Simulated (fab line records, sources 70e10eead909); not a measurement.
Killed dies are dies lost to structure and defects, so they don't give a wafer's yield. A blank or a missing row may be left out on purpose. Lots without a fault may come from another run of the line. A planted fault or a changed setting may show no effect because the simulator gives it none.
A struck lot beside a sound one | flow nand_harc | 17 steps out of a route of 1302
Sound: wafers L974.3, L974.4, L974.6. Struck: wafers L962.1, L962.2. The cause comes at the end.
At each step with rows: each side's tool, then ch and its chambers, then its first start. Under that, the readings that differ: sound wafers | struck wafers | difference of the means | sigmas: that difference in standard deviations of wafers without a fault.
alike: readings whose means differ by less than 2 such deviations, and words and numbers that are the same on both sides. not compared: withheld readings, readings that some wafer has no value for, bounds like >300 that may hide the same value, and numbers for which the record gives no deviation and whose values overlap.
The two part at a step that has a row with sigmas, a row that says differs or no value, or rows on one side only. Numbers that don't overlap but have no deviation are shown without sigmas and don't part them. A reading that every wafer of one side lacks parts them only if that side has two wafers or more.

NHARC_P_M1_INSPECT_11:
  sound on defect_inspect-02, day 12 23:58; struck on defect_inspect-01, day 8 02:40
  alike: raw_defect_count
then, 1 step without rows for these wafers: NHARC_P_M1_DESCUM_14 (chemistry O2, time 3 s).
NHARC_P_M1_ETCH_35: etches the open film in N2/H2, target depth 40 nm, overetch 12 nm, time 43.94 s.
  sound on rie_diel-12 ch 2,3, day 13 00:07; struck on rie_diel-10 ch 0,2, day 8 02:49
  reading               | sound             | struck      | difference | sigmas
  oes_product_au (a.u.) | 0.990 1.007 0.985 | 1.006 1.022 | +0.020     | +2
  alike: drypump_motor_current_A, mfc_ar_sccm, rf_vpp_V, showerhead_plenum_p_Torr, throttle_valve_pct
  not compared: rf_hours_counter_h
NHARC_P_M1_ETCH_15: etches the open film in C4F8/Ar, target depth 182.5 nm, time 91.2 s.
  sound on rie_diel-12 ch 0,1,2; struck on rie_diel-10 ch 1,3
  alike: oes_product_au, rf_vpp_V
  not compared: rf_hours_counter_h
NHARC_P_M1_CD_MEAS_16:
  sound on cd_sem-03, day 13 00:20; struck on cd_sem-02, day 8 03:01
  alike: cd_nm
then, 3 steps without rows for these wafers: NHARC_P_M1_STRIP_18 (strips in N2/H2); NHARC_P_M1_ETCH_28 (etches the open film in CF4/N2, target depth 30 nm, time 72.99 s); NHARC_P_M1_STRIP_19 (strips in post etch residue remover, time 600 s).
NHARC_P_M1_DEGAS_29: time 60 s.
  sound on pvd_sputter-01, day 13 01:04; struck on pvd_sputter-01, day 8 03:44
  alike: heater_power_w
then, 1 step without rows for these wafers: NHARC_P_M1_PRE_CLEAN_30 (time 30 s).
NHARC_P_M1_PVD_20: deposits TaN, target thk 5 nm, time 8.06 s.
  sound on pvd_sputter-01; struck on pvd_sputter-01
  alike: throttle_valve_pct
NHARC_P_M1_PVD_21: deposits Cu, target thk 30 nm, time 20.49 s.
  sound on pvd_sputter-01; struck on pvd_sputter-01
  alike: throttle_valve_pct
NHARC_P_M1_ECD_22: material Cu, target thk 400 nm.
  sound on ecd_cu-02 ch 0,1, day 13 01:57; struck on ecd_cu-02 ch 0,1, day 8 04:06
then, 1 step without rows for these wafers: NHARC_P_M1_ANNEAL_31 (time 90 s).
NHARC_P_M1_CMP_23: polishes, t overpolish 20 s, target thk 157.82 nm.
  sound on cmp-03 ch 0,1,2, day 13 02:36; struck on cmp-01 ch 0,2, day 8 04:51
  reading                | sound          | struck    | difference | sigmas
  time_to_endpoint_s (s) | 31.1 26.0 27.6 | 17.8 18.0 | -10.3      | -4
  alike: motor_current_A
NHARC_P_M1_THK_MEAS_24: measures by xrf.
  sound on film_metro-01, day 13 02:53; struck on film_metro-01, day 8 05:08
  alike: thk_nm
-- the record jumps here: 18 days lie between the struck wafers' starts before and after (it left off in module P_M1 and takes up again in module END, whose first step shown is number 1302 of the route) --
NHARC_END_SORT_01:
  sound on prober-02 ch 0, day 31 09:38; struck on prober-01 ch 0, day 25 23:14
  reading         | sound | struck | difference | sigmas
  killed_at_other | 2 4 1 | 0      | -2         | -2
  killed_open     | 2 4 5 | 0      | -4         | -2
  alike: defect_limited_yield, killed_at_array, killed_at_periphery, killed_dies, killed_short

WHERE THEY PART
First at NHARC_P_M1_ETCH_35; last, within this record, at NHARC_END_SORT_01.

WHY: what the simulator had put in
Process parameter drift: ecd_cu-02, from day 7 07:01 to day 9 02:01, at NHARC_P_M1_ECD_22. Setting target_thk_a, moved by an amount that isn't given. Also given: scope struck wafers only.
